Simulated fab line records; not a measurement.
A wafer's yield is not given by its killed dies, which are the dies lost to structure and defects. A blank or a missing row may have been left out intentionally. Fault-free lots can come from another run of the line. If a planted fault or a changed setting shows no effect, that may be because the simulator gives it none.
fab line records	flow n5_finfet
record lots=7	wafers=21
route steps=1938 shown SDB@365 HKMG_FIN@438 MOL_CONTACT_COAG@517
start_h: hours from the record's first day to the start of the lot's first wafer shown	wait_h: hours elapsed since this lot's preceding step	" identical to the entry in the row above	L1.1+2: several wafers, shown together as one row	- no value, or no start was given	* or withheld: withheld	< > ~ a bound
route shown NAME@n: a module of which the file shows steps, and the number in the route of the first	usual: average and standard deviation across the fault-free wafers	same: alike in all rows	chamber/n: place in a boat	sites: each site's reading	_std_site: the values' standard deviation	_edge_site: inner sites' mean taken away from outer sites' mean	radius_mm: for every site, how far away it sits from the centre of the wafer	mask NAME#n: copy n	behind: the tool/chamber that last shaped the wafer	hold: why the lot was held/for how many hours/how that ended	device: transistor that didn't switch, given as n, p or np	end of line: the route-end tests of the same wafers	where a step has no rows: the recipe by itself	killed: not the wafer's yield, but the dies lost to structure and defects at the first sort	map: shows each die of a wafer: x if killed, . if not, _ if none is there
set.NAME: the run value of the setting; set.NAME@STEP: its run value at that earlier step	model.NAME: the simulator's own value behind a step, which no gauge read
one table per step and one row per wafer, for lots whose settings were changed on purpose
## steps
# step N5_SDB_STRIP_22
# recipe chemistry=N2/H2	power_w=1000	temp_c=250	h2_frac=0.65	overash_fraction=0.3	pressure_mtorr=withheld	n2_flow_sccm=1750	h2_flow_sccm=3250
# usual oes_product_au=0.714/0.0048	strip_time_to_endpoint_s=96.3/0.44
lot.wafer	tool	chamber	start_h	wait_h	set.power_w	oes_product_au	strip_time_to_endpoint_s
L076.1	plasma_asher-01	0	78.86	0.1	1000	0.723	96.5
L076.2	"	1	"	"	1000	0.712	96.1
L076.4	"	1	"	"	1000	0.708	96.4
L082.1	plasma_asher-01	0	116.08	0.1	1112	0.738	91.6
L082.2	"	1	"	"	1112	0.739	92.2
L082.6	"	0	"	"	1112	0.731	91.9
L089.2	plasma_asher-01	1	169.87	0.1	1000	0.710	95.7
L089.3	"	0	"	"	922.9	0.694	99.6
L089.6	"	0	"	"	922.9	0.699	99.1
L093.4	plasma_asher-01	0	199.49	0.1	1000	0.718	96.6
L093.5	"	0	"	"	1089	0.728	92.5
L093.6	"	1	"	"	1000	0.711	97.0
L094.1	plasma_asher-02	1	204.88	0.1	1000	0.711	96.5
L094.5	"	1	"	"	1000	0.714	96.1
L094.6	"	0	"	"	1000	0.713	96.4
L092.1	plasma_asher-02	1	207.16	0.1	949.1	0.693	98.0
L092.4	"	0	"	"	949.1	0.706	99.0
L092.5	"	1	"	"	1000	0.713	96.9
L096.1	plasma_asher-02	1	210.90	0.1	1178	0.752	89.7
L096.2	"	0	"	"	1000	0.719	96.9
L096.6	"	0	"	"	1178	0.751	90.3
# step N5_SDB_CUT_ETCH_26
# recipe chemistry=HBr/Cl2/O2	target=Si	target_depth_a=1296	bt_time_s=20	mask_material=SiNx	time_s=51.8	ion_energy_ev=*	bias_w=*	pressure_mtorr=10	icp_w=800	HBr_flow_sccm=150	Cl2_flow_sccm=80	O2_flow_sccm=12
lot.wafer	tool	chamber	start_h	wait_h	set.icp_w	model.SDB.feature_depth_nm	model.etch.depth_nm
L076.1	rie_si-04	3	79.18	0.1	800	133.2	133.2
L076.2	"	2	"	"	800	132.8	132.7
L076.4	"	1	"	"	800	133.4	133.4
L082.1	rie_si-05	3	116.38	0.1	800	130.8	130.7
L082.2	"	0	"	"	664.6	117.8	117.8
L082.6	"	2	"	"	664.6	115	115
L089.2	rie_si-01	3	170.21	0.1	852.1	132.4	132.4
L089.3	"	0	"	"	852.1	133.8	133.9
L089.6	"	0	"	"	800	130.2	130.1
L093.4	rie_si-04	3	199.75	0.0	800	134.6	134.5
L093.5	"	3	"	"	800	134	133.9
L093.6	"	2	"	"	800	133.6	133.7
L094.1	rie_si-04	0	205.19	0.1	800	130.6	130.6
L094.5	"	3	"	"	800	133.8	133.8
L094.6	"	0	"	"	705.4	123.6	123.6
L092.1	rie_si-04	3	207.81	0.1	925.2	141.2	141.2
L092.4	"	0	"	"	800	129.4	129.4
L092.5	"	1	"	"	925.2	142.4	142.3
L096.1	rie_si-04	3	211.20	0.1	924.1	142.8	142.8
L096.2	"	2	"	"	924.1	143	142.9
L096.6	"	2	"	"	800	133	133
# step N5_HKMG_FIN_ETCH_35
# recipe chemistry=N2/H2	target=SOC	target_depth_a=2158	ion_energy_ev=65	bias_w=5	source_w=3000	time_s=243.4	pressure_mtorr=30	n2_flow_sccm=200	h2_flow_sccm=200
lot.wafer	tool	chamber	start_h	wait_h	set.time_s	model.etch.depth_nm	model.HKMG_FIN.feature_depth_nm	model.SOC_of_HKMG_FIN_COAT_29.thk_nm
L076.1	rie_diel-05	2	88.11	0.0	243.4	218.7	218.6	81.8
L076.2	"	3	"	"	243.4	213.4	213.4	88
L076.4	"	0	"	"	243.4	210.7	210.6	89.6
L082.1	rie_diel-04	0	126.01	0.0	243.4	214.8	214.8	87.4
L082.2	"	1	"	"	243.4	215.9	215.8	86.4
L082.6	"	0	"	"	271.6	242.5	242.4	59
L089.2	rie_diel-05	2	181.48	0.0	243.4	224.4	224.4	75.4
L089.3	"	1	"	"	243.4	219	219	81
L089.6	"	0	"	"	243.4	211.5	211.4	87.8
L093.4	rie_diel-06	3	208.52	0.1	243.4	220.6	220.6	80.8
L093.5	"	0	"	"	243.4	223.5	223.4	79
L093.6	"	2	"	"	194.2	169.5	169.6	131.8
L094.1	rie_diel-05	3	214.78	0.0	280.5	248.3	248.2	49.8
L094.5	"	2	"	"	243.4	223	223	75
L094.6	"	3	"	"	243.4	214.7	214.8	84
L092.1	rie_diel-05	2	217.39	0.0	220.1	198.8	198.8	103.4
L092.4	"	3	"	"	243.4	216.1	216.2	86
L092.5	"	1	"	"	220.1	201.7	201.6	100.4
L096.1	rie_diel-05	2	219.87	0.0	297	266.5	266.4	34.2
L096.2	"	1	"	"	243.4	220.7	220.8	79.6
L096.6	"	3	"	"	297	258.7	258.8	41.8
# step N5_MOL_CONTACT_COAG_COAT_103
# recipe resist=SOC	temp_c=250	time_s=60	spin_rpm=1500	resist_thk_nm=80
lot.wafer	tool	chamber	start_h	wait_h	set.spin_rpm	model.SOC_of_MOL_CONTACT_COAG_COAT_103.thk_nm
L076.1+4	litho_track-05	0	99.66	0.0	1500	80
L076.2	"	0	"	"	1500	79.8
L082.1+6	litho_track-04	0	137.53	0.0	1500	80.4
L082.2	"	0	"	"	1657	76.4
L089.2	litho_track-01	0	194.59	0.0	1500	79.8
L089.3	"	0	"	"	1500	80
L089.6	"	0	"	"	1338	84.8
L093.4	litho_track-01	0	222.73	0.0	1500	79.8
L093.5	"	0	"	"	1628	76.8
L093.6	"	0	"	"	1500	80
L094.1+6	litho_track-05	0	228.12	0.0	1429	81.8
L094.5	"	0	"	"	1500	79.6
L092.1+5	litho_track-05	0	232.42	0.0	1635	76.6
L092.4	"	0	"	"	1500	80
L096.1	litho_track-05	0	233.25	0.0	1500	80
L096.2+6	"	0	"	"	1500	79.8
# step N5_MOL_CONTACT_COAG_COAT_58
# recipe resist=underlayer	temp_c=205	time_s=60	spin_rpm=1500	resist_thk_nm=10
lot.wafer	tool	chamber	start_h	wait_h	set.spin_rpm	model.underlayer_of_MOL_CONTACT_COAG_COAT_58.thk_nm
L076.1+2+4	litho_track-05	0	-	-	1500	10
L082.1+6	litho_track-04	0	-	-	1500	10
L082.2	"	0	"	"	1374	10.6
L089.2+3+6	litho_track-01	0	-	-	1500	10
L093.4	litho_track-01	0	-	-	1376	10.4
L093.5+6	"	0	"	"	1500	10
L094.1+5+6	litho_track-05	0	-	-	1500	10
L092.1+4	litho_track-05	0	-	-	1500	10
L092.5	"	0	"	"	1662	9.4
L096.1	litho_track-05	0	-	-	1595	9.8
L096.2	"	0	"	"	1595	9.6
L096.6	"	0	"	"	1500	10
# step N5_MOL_CONTACT_COAG_EXPOSE_05
# recipe mask_id=CA	na=0.33	source_shape=annular	sigma_inner=0.4	sigma_outer=0.8	polarization=unpolarized	defocus_nm=0	dose_mj=38.25
lot.wafer	tool	chamber	start_h	wait_h	mask	set.dose_mj
L076.1+2+4	euv_scanner-02	0	99.79	-	CA#0	38.25
L082.1+6	euv_scanner-02	0	137.79	-	CA#0	36.26
L082.2	"	0	"	"	CA#0	38.25
L089.2+6	euv_scanner-01	0	194.85	-	CA#0	38.25
L089.3	"	0	"	"	CA#0	39.02
L093.4+5	euv_scanner-01	0	222.89	-	CA#0	38.25
L093.6	"	0	"	"	CA#0	40.17
L094.1	euv_scanner-02	0	228.28	-	CA#0	38.25
L094.5+6	"	0	"	"	CA#0	40.53
L092.1+4	euv_scanner-01	0	232.55	-	CA#0	37.46
L092.5	"	0	"	"	CA#0	38.25
L096.1	euv_scanner-01	0	233.39	-	CA#0	38.25
L096.2+6	"	0	"	"	CA#0	35.99
# step N5_MOL_CONTACT_COAG_PEB_06
# recipe peb_temp_c=100	peb_time_s=60	resist=CAR-EUV
# step N5_MOL_CONTACT_COAG_DEVELOP_07
# recipe develop_time_s=30	developer=TMAH	resist=CAR-EUV	rinse_liquid=surfactant_rinse	dry=air_spin	dev_temp_c=23
# step N5_MOL_CONTACT_COAG_CD_MEAS_08
# recipe target_cd_nm=28	landing_energy_ev=500	detector=se_inlens	polarity=opening
# usual cd_nm=28.01/0.24
lot.wafer	tool	chamber	start_h	wait_h	set.dose_mj@MOL_CONTACT_COAG_EXPOSE_05	cd_nm
L076.1	cd_sem-03	0	99.92	-	38.25	28.09
L076.2	"	0	"	"	38.25	28.37
L076.4	"	0	"	"	38.25	27.94
L082.1	cd_sem-02	0	137.92	-	36.26	26.57
L082.2	"	0	"	"	38.25	28.26
L082.6	"	0	"	"	36.26	26.98
L089.2	cd_sem-02	0	194.98	-	38.25	27.99
L089.3	"	0	"	"	39.02	28.04
L089.6	"	0	"	"	38.25	27.71
L093.4	cd_sem-01	0	223.00	-	38.25	27.85
L093.5	"	0	"	"	38.25	27.95
L093.6	"	0	"	"	40.17	28.89
L094.1	cd_sem-01	0	228.41	-	38.25	28.20
L094.5	"	0	"	"	40.53	29.34
L094.6	"	0	"	"	40.53	29.47
L092.1	cd_sem-02	0	232.69	-	37.46	27.77
L092.4	"	0	"	"	37.46	27.68
L092.5	"	0	"	"	38.25	28.28
L096.1	cd_sem-03	0	233.52	-	38.25	28.28
L096.2	"	0	"	"	35.99	26.45
L096.6	"	0	"	"	35.99	26.55
# step N5_MOL_CONTACT_COAG_DESCUM_13
# recipe chemistry=O2	time_s=7	source_power_w=50	bias_power_w=20	pressure_mtorr=20	rf_frequency_hz=2.712e+07	temp_c=40	resist=CAR-EUV	o2_flow_sccm=225
# step N5_MOL_CONTACT_COAG_ETCH_59
# recipe chemistry=N2/H2	target=underlayer	target_depth_a=130	mask_material=CAR-EUV	time_s=10.4	ion_energy_ev=200	pressure_mtorr=30	source_w=840	bias_w=150	n2_flow_sccm=200	h2_flow_sccm=200	ends=cleared
lot.wafer	tool	chamber	start_h	wait_h	set.spin_rpm@MOL_CONTACT_COAG_COAT_58	set.dose_mj@MOL_CONTACT_COAG_EXPOSE_05	model.MOL_CONTACT_COAG.cd_offset_nm	model.etch.depth_nm
L076.1	rie_diel-05	0	100.08	0.0	1500	38.25	0	9.969
L076.2	"	3	"	"	1500	38.25	0.2	9.977
L076.4	"	3	"	"	1500	38.25	0	10
L082.1	rie_diel-04	1	138.47	0.0	1500	36.26	-1	10.03
L082.2	"	0	"	"	1374	38.25	0.2	10.54
L082.6	"	1	"	"	1500	36.26	-1.2	10.09
L089.2	rie_diel-04	3	195.13	0.0	1500	38.25	0	9.981
L089.3	"	1	"	"	1500	39.02	0.4	9.982
L089.6	"	0	"	"	1500	38.25	0	9.98
L093.4	rie_diel-05	3	223.23	0.0	1376	38.25	0	10.46
L093.5	"	0	"	"	1500	38.25	0	10.03
L093.6	"	1	"	"	1500	40.17	1	10.03
L094.1	rie_diel-06	1	228.89	0.0	1500	38.25	0	9.999
L094.5	"	3	"	"	1500	40.53	1.2	9.987
L094.6	"	1	"	"	1500	40.53	1.2	9.959
L092.1	rie_diel-04	0	232.85	0.0	1500	37.46	-0.4	9.988
L092.4	"	0	"	"	1500	37.46	-0.4	9.981
L092.5	"	3	"	"	1662	38.25	0	9.455
L096.1	rie_diel-05	0	233.68	0.0	1595	38.25	0	9.704
L096.2	"	2	"	"	1595	35.99	-1.2	9.694
L096.6	"	0	"	"	1500	35.99	-1.2	9.975
# step N5_MOL_CONTACT_COAG_ETCH_105
# recipe chemistry=CF4	target=SiARC	target_depth_a=156	mask_material=CAR-EUV	time_s=26	ion_energy_ev=80	pressure_mtorr=40	source_w=545	bias_w=36	Ar_flow_sccm=100	cf4_flow_sccm=100	ends=cleared
# step N5_MOL_CONTACT_COAG_ETCH_106
# recipe chemistry=N2/H2	target=SOC	target_depth_a=800	overetch_a=160	mask_material=SiARC	temp_c=40	time_s=120	ion_energy_ev=200	pressure_mtorr=30	source_w=840	bias_w=150	n2_flow_sccm=200	h2_flow_sccm=200
lot.wafer	tool	chamber	start_h	wait_h	set.spin_rpm@MOL_CONTACT_COAG_COAT_103	set.dose_mj@MOL_CONTACT_COAG_EXPOSE_05	model.etch.depth_nm	model.MOL_CONTACT_COAG.cd_offset_nm
L076.1	rie_diel-05	0	100.13	0.0	1500	38.25	80.07	-0.4
L076.2	"	3	"	"	1500	38.25	79.75	0.2
L076.4	"	3	"	"	1500	38.25	80.02	0
L082.1	rie_diel-04	1	138.52	0.0	1500	36.26	80.31	-0.8
L082.2	"	0	"	"	1657	38.25	76.47	0.4
L082.6	"	1	"	"	1500	36.26	80.36	-1
L089.2	rie_diel-04	3	195.18	0.0	1500	38.25	79.82	0
L089.3	"	1	"	"	1500	39.02	80	0.6
L089.6	"	0	"	"	1338	38.25	84.82	0.2
L093.4	rie_diel-05	3	223.31	0.0	1500	38.25	79.83	0
L093.5	"	0	"	"	1628	38.25	76.84	-0.2
L093.6	"	1	"	"	1500	40.17	79.92	0.6
L094.1	rie_diel-06	1	228.93	0.0	1429	38.25	81.88	-0.4
L094.5	"	3	"	"	1500	40.53	79.6	1
L094.6	"	1	"	"	1429	40.53	81.82	0.8
L092.1	rie_diel-04	0	232.89	0.0	1635	37.46	76.67	-0.4
L092.4	"	0	"	"	1500	37.46	79.95	-0.4
L092.5	"	3	"	"	1635	38.25	76.64	-0.2
L096.1	rie_diel-05	0	233.73	0.0	1500	38.25	79.91	-0.2
L096.2	"	2	"	"	1500	35.99	79.83	-1.2
L096.6	"	0	"	"	1500	35.99	79.81	-1.6
# step N5_MOL_CONTACT_COAG_CONTACT_ETCH_14
# recipe chemistry=C4F6/O2	target=SiO2	target_depth_a=275	overetch_a=85	mask_material=SOC	pressure_mtorr=30	source_w=370	bias_w=185	Ar_flow_sccm=300	C4F6_flow_sccm=16	O2_flow_sccm=10	time_s=20	ion_energy_ev=259.6
# usual rf_vpp_V=694/3.7
lot.wafer	tool	chamber	start_h	wait_h	set.source_w	set.spin_rpm@MOL_CONTACT_COAG_COAT_103	rf_vpp_V	model.SOC_of_MOL_CONTACT_COAG_COAT_103.thk_nm
L076.1	rie_diel-05	0	100.23	0.0	370	1500	689	78.6
L076.2	"	3	"	"	370	1500	697	78.2
L076.4	"	3	"	"	370	1500	694	78.6
L082.1	rie_diel-04	1	138.62	0.0	370	1500	696	78.8
L082.2	"	0	"	"	370	1657	694	75
L082.6	"	1	"	"	370	1500	696	79
L089.2	rie_diel-04	3	195.28	0.0	339.4	1500	700	78.4
L089.3	"	1	"	"	370	1500	697	78.6
L089.6	"	0	"	"	370	1338	693	83.4
L093.4	rie_diel-05	3	223.38	0.0	370	1500	695	78.4
L093.5	"	0	"	"	306.1	1628	730	75.6
L093.6	"	1	"	"	306.1	1500	737	78.6
L094.1	rie_diel-06	1	229.03	0.0	370	1429	688	80.4
L094.5	"	3	"	"	329.2	1500	719	78.2
L094.6	"	1	"	"	370	1429	689	80.4
L092.1	rie_diel-04	0	232.99	0.0	330	1635	723	75.4
L092.4	"	0	"	"	370	1500	693	78.4
L092.5	"	3	"	"	370	1635	688	75.2
L096.1	rie_diel-05	0	233.83	0.0	370	1500	688	78.4
L096.2	"	2	"	"	429.1	1500	663	78.2
L096.6	"	0	"	"	370	1500	688	78.4
# step N5_MOL_CONTACT_COAG_STRIP_109
# recipe chemistry=C4F6/O2	resist=SiARC	rf_frequency_hz=6e+07
# step N5_MOL_CONTACT_COAG_ETCH_15
# recipe chemistry=CH3F/O2	target=SiNx	target_depth_a=70	mask_material=SOC	stop_on=Si:P	over_etch_frac=0.75	ion_energy_ev=120	pressure_mtorr=30	source_w=395	bias_w=73	Ar_flow_sccm=150	CH3F_flow_sccm=30	O2_flow_sccm=20
# step N5_MOL_CONTACT_COAG_ETCH_110
# recipe chemistry=CF4/O2	target=Si	target_depth_a=25	time_s=8	pressure_mtorr=100	source_w=200	bias_w=12	ion_energy_ev=60	Ar_flow_sccm=100	cf4_flow_sccm=100	O2_flow_sccm=10
# step N5_MOL_CONTACT_COAG_STRIP_98
# recipe chemistry=N2/H2	power_w=500	temp_c=40	pressure_mtorr=50	rf_frequency_hz=6e+07	overash_fraction=0.3	bias_power_w=8	h2_frac=0.5	n2_flow_sccm=300	h2_flow_sccm=300
# step N5_MOL_CONTACT_COAG_CD_MEAS_99
# recipe target_cd_nm=17.2	polarity=opening
# usual cd_nm=17.2/0.37
lot.wafer	tool	chamber	start_h	wait_h	set.dose_mj@MOL_CONTACT_COAG_EXPOSE_05	cd_nm
L076.1	cd_sem-02	-	100.44	-	38.25	16.6
L076.2	"	-	"	"	38.25	17.7
L076.4	"	-	"	"	38.25	17.4
L082.1	cd_sem-02	-	138.83	-	36.26	16.4
L082.2	"	-	"	"	38.25	17.5
L082.6	"	-	"	"	36.26	16.3
L089.2	cd_sem-03	-	195.50	-	38.25	17.3
L089.3	"	-	"	"	39.02	17.3
L089.6	"	-	"	"	38.25	17.3
L093.4	cd_sem-01	-	223.59	-	38.25	17.1
L093.5	"	-	"	"	38.25	17.2
L093.6	"	-	"	"	40.17	17.9
L094.1	cd_sem-02	-	229.25	-	38.25	17.1
L094.5	"	-	"	"	40.53	18.5
L094.6	"	-	"	"	40.53	18.0
L092.1	cd_sem-01	-	233.21	-	37.46	17.3
L092.4	"	-	"	"	37.46	17.0
L092.5	"	-	"	"	38.25	17.3
L096.1	cd_sem-01	-	234.04	-	38.25	16.8
L096.2	"	-	"	"	35.99	15.9
L096.6	"	-	"	"	35.99	15.7
# step N5_MOL_CONTACT_COAG_VIA_ETCH_46
# recipe chemistry=C4F6/O2	target_depth_a=460	overetch_a=92	mask_material=SOC	target=SiO2	bias_w=455	pressure_mtorr=10	time_s=40	source_w=325	Ar_flow_sccm=300	C4F6_flow_sccm=10	O2_flow_sccm=10	ion_energy_ev=575.3	ends=end_point
# usual rf_vpp_V=1602/34
lot.wafer	tool	chamber	start_h	wait_h	set.bias_w	rf_vpp_V
L076.1	rie_diel-04	3	110.00	0.0	455	1585
L076.2	"	2	"	"	455	1620
L076.4	"	3	"	"	455	1584
L082.1	rie_diel-06	2	146.98	0.0	390.3	1439
L082.2	"	1	"	"	390.3	1462
L082.6	"	0	"	"	455	1541
L089.2	rie_diel-05	1	208.23	0.0	455	1644
L089.3	"	2	"	"	455	1579
L089.6	"	1	"	"	505.5	1776
L093.4	rie_diel-05	0	233.33	0.0	455	1567
L093.5	"	3	"	"	488	1681
L093.6	"	2	"	"	488	1664
L094.1	rie_diel-04	2	237.80	0.0	400.5	1472
L094.5	"	3	"	"	400.5	1438
L094.6	"	2	"	"	400.5	1472
L092.1	rie_diel-06	1	240.98	0.0	455	1638
L092.4	"	2	"	"	528.1	1801
L092.5	"	3	"	"	455	1570
L096.1	rie_diel-05	1	241.87	0.0	389.1	1460
L096.2	"	2	"	"	455	1578
L096.6	"	0	"	"	389.1	1392
# step N5_MOL_CONTACT_COAG_COAT_64
# recipe resist=underlayer	temp_c=205	time_s=60	spin_rpm=1500	resist_thk_nm=10
lot.wafer	tool	chamber	start_h	wait_h	set.spin_rpm	model.underlayer_of_MOL_CONTACT_COAG_COAT_64.thk_nm
L076.1+2+4	litho_track-05	0	-	-	1500	10
L082.1	litho_track-05	0	-	-	1500	10
L082.2+6	"	0	"	"	1607	9.6
L089.2+6	litho_track-05	0	-	-	1428	10.2
L089.3	"	0	"	"	1500	10
L093.4+5	litho_track-05	0	-	-	1400	10.2
L093.6	"	0	"	"	1500	10
L094.1	litho_track-05	0	-	-	1500	10
L094.5+6	"	0	"	"	1422	10.2
L092.1+4+5	litho_track-01	0	-	-	1500	10
L096.1+2+6	litho_track-05	0	-	-	1500	10
# step N5_MOL_CONTACT_COAG_COAT_34
# recipe resist=CAR-EUV	spin_rpm=1500	resist_thk_nm=40
# step N5_MOL_CONTACT_COAG_EBR_36
# recipe solvent=PGMEA	ebr_width_mm=1.5
# step N5_MOL_CONTACT_COAG_DESCUM_45
# recipe chemistry=O2	time_s=7	source_power_w=50	bias_power_w=20	pressure_mtorr=20	rf_frequency_hz=2.712e+07	temp_c=40	resist=CAR-EUV	o2_flow_sccm=225
# step N5_MOL_CONTACT_COAG_ETCH_65
# recipe chemistry=N2/H2	target=underlayer	target_depth_a=130	mask_material=CAR-EUV	time_s=10.4	ion_energy_ev=200	pressure_mtorr=30	source_w=840	bias_w=150	n2_flow_sccm=200	h2_flow_sccm=200	ends=cleared
lot.wafer	tool	chamber	start_h	wait_h	set.spin_rpm@MOL_CONTACT_COAG_COAT_64	model.etch.depth_nm
L076.1	rie_diel-05	0	111.22	0.0	1500	9.994
L076.2+4	"	3	"	"	1500	10
L082.1	rie_diel-06	1	147.93	0.0	1500	9.979
L082.2	"	2	"	"	1607	9.677
L082.6	"	0	"	"	1607	9.66
L089.2	rie_diel-05	1	209.18	0.0	1428	10.21
L089.3	"	3	"	"	1500	9.975
L089.6	"	3	"	"	1428	10.24
L093.4	rie_diel-05	0	234.21	0.0	1400	10.29
L093.5	"	3	"	"	1400	10.26
L093.6	"	0	"	"	1500	9.963
L094.1	rie_diel-04	2	238.91	0.0	1500	9.987
L094.5	"	3	"	"	1422	10.26
L094.6	"	2	"	"	1422	10.27
L092.1	rie_diel-06	2	241.79	0.0	1500	9.999
L092.4	"	0	"	"	1500	10.05
L092.5	"	1	"	"	1500	10.02
L096.1+2	rie_diel-06	3,1	242.76	0.0	1500	10.01
L096.6	"	0	"	"	1500	9.992
## key
split step=N5_SDB_STRIP_22	setting=power_w	stated=1000	by=wafer
response step=N5_SDB_STRIP_22	reading=oes_product_au	change=+0.00181	per=1%	r=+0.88
response step=N5_SDB_STRIP_22	reading=strip_time_to_endpoint_s	change=*	per=1%	r=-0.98
split step=N5_SDB_CUT_ETCH_26	setting=icp_w	stated=800	by=wafer
response step=N5_SDB_CUT_ETCH_26	reading=model.SDB.feature_depth_nm	change=+0.746	per=1%	r=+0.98
response step=N5_SDB_CUT_ETCH_26	reading=model.etch.depth_nm	change=+0.744	per=1%	r=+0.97
split step=N5_HKMG_FIN_ETCH_35	setting=time_s	stated=243.4	by=wafer
response step=N5_HKMG_FIN_ETCH_35	reading=model.etch.depth_nm	change=+2.14	per=1%	r=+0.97
response step=N5_HKMG_FIN_ETCH_35	reading=model.HKMG_FIN.feature_depth_nm	change=+2.14	per=1%	r=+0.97
response step=N5_HKMG_FIN_ETCH_35	reading=model.SOC_of_HKMG_FIN_COAT_29.thk_nm	change=-2.14	per=1%	r=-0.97
split step=N5_MOL_CONTACT_COAG_COAT_103	setting=spin_rpm	stated=1500	by=wafer
response step=N5_MOL_CONTACT_COAG_COAT_103	reading=model.SOC_of_MOL_CONTACT_COAG_COAT_103.thk_nm	change=-0.403	per=1%	r=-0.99
response step=N5_MOL_CONTACT_COAG_ETCH_106	reading=model.etch.depth_nm	change=-0.397	per=1%	r=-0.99
response step=N5_MOL_CONTACT_COAG_CONTACT_ETCH_14	reading=model.SOC_of_MOL_CONTACT_COAG_COAT_103.thk_nm	change=-0.39	per=1%	r=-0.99
split step=N5_MOL_CONTACT_COAG_COAT_58	setting=spin_rpm	stated=1500	by=wafer
response step=N5_MOL_CONTACT_COAG_COAT_58	reading=model.underlayer_of_MOL_CONTACT_COAG_COAT_58.thk_nm	change=-0.0566	per=1%	r=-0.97
response step=N5_MOL_CONTACT_COAG_ETCH_59	reading=model.etch.depth_nm	change=-0.0508	per=1%	r=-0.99
split step=N5_MOL_CONTACT_COAG_EXPOSE_05	setting=dose_mj	stated=38.25	by=wafer
response step=N5_MOL_CONTACT_COAG_CD_MEAS_08	reading=cd_nm	change=+0.244	per=1%	r=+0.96
response step=N5_MOL_CONTACT_COAG_ETCH_59	reading=model.MOL_CONTACT_COAG.cd_offset_nm	change=+0.211	per=1%	r=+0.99
response step=N5_MOL_CONTACT_COAG_ETCH_106	reading=model.MOL_CONTACT_COAG.cd_offset_nm	change=+0.203	per=1%	r=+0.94
response step=N5_MOL_CONTACT_COAG_CD_MEAS_99	reading=cd_nm	change=+0.172	per=1%	r=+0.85
split step=N5_MOL_CONTACT_COAG_CONTACT_ETCH_14	setting=source_w	stated=370	by=wafer
response step=N5_MOL_CONTACT_COAG_CONTACT_ETCH_14	reading=rf_vpp_V	change=-2.09	per=1%	r=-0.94
split step=N5_MOL_CONTACT_COAG_VIA_ETCH_46	setting=bias_w	stated=455	by=wafer
response step=N5_MOL_CONTACT_COAG_VIA_ETCH_46	reading=rf_vpp_V	change=+10.9	per=1%	r=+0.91
split step=N5_MOL_CONTACT_COAG_COAT_64	setting=spin_rpm	stated=1500	by=wafer
response step=N5_MOL_CONTACT_COAG_COAT_64	reading=model.underlayer_of_MOL_CONTACT_COAG_COAT_64.thk_nm	change=-0.0425	per=1%	r=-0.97
response step=N5_MOL_CONTACT_COAG_ETCH_65	reading=model.etch.depth_nm	change=-0.0475	per=1%	r=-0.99
